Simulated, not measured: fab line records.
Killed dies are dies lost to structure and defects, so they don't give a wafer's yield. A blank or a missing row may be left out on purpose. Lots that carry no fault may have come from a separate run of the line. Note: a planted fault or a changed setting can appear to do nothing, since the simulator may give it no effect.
Matching of chambers | flow nand_harc | NHARC_P_BONDPAD_DEP_00 on pecvd-01: 3 sister chambers
The step deposits SiCN, target thk 250 nm. 16 wafers are shown with their chamber, then 8 later ones without.

## WAFERS, EACH WITH ITS CHAMBER
wafer  | chamber | heater_power_w (W) | chamber_pressure_Torr (Torr)
L079.1 | 1       | 540                | 2.999
L079.4 | 0       | 601                | 3.006
L079.6 | 2       | 584                | 2.982
L078.2 | 0       | 608                | 3.000
L078.3 | 2       | 564                | 3.008
L078.5 | 0       | 618                | 2.994
L082.1 | 1       | 568                | 3.010
L082.3 | 2       | 545                | 2.991
L082.6 | 2       | 552                | 2.993
L085.1 | 1       | 514                | 3.002
L085.3 | 2       | 614                | 2.999
L085.6 | 1       | 529                | 3.009
L087.4 | 2       | 604                | 3.001
L087.5 | 1       | 516                | 2.998
L087.6 | 0       | 603                | 3.002
L089.1 | 2       | 589                | 3.003

SIGNATURES, as means of the wafers listed above
reading               | chamber 0 | chamber 1 | chamber 2 | scatter within a chamber
heater_power_w        | 607.50    | 533.40    | 578.86    | 21.8
chamber_pressure_Torr | 3.00050   | 3.00360   | 2.99671   | 0.00709
Rule: distance of a wafer from a chamber = root of the sum over the readings of ((wafer's reading minus chamber's mean) / reading's scatter) squared. The wafer belongs to the nearest chamber; if the next one is less than 2 further off, it can't be placed. The scatter: take each reading less its chamber's mean, square it, sum over the shown wafers, divide by the number of wafers less the number of chambers, and take the root.

## WAFERS WITH NO CHAMBER GIVEN
wafer  | heater_power_w (W) | chamber_pressure_Torr (Torr)
L089.2 | 548                | 2.997
L089.3 | 630                | 2.994
L088.2 | 539                | 3.006
L088.5 | 622                | 3.001
L088.6 | 641                | 2.993
L091.2 | 634                | 3.002
L091.4 | 617                | 3.001
L091.5 | 676                | 3.001

## THE CHAMBER EACH PASSED THROUGH
wafer  | from the rows above          | in truth
L089.2 | can't be placed: 1 or 2 or 0 | 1
L089.3 | can't be placed: 0 or 2      | 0
L088.2 | can't be placed: 1 or 2      | 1
L088.5 | can't be placed: 0 or 2      | 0
L088.6 | can't be placed: 0 or 2      | 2
L091.2 | can't be placed: 0 or 2      | 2
L091.4 | can't be placed: 0 or 2      | 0
L091.5 | can't be placed: 0 or 2      | 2
Correctly placed: 0 of 8. Not placeable from these rows: 8 (in 8, the candidates include the true chamber). Number placed wrongly: 0.
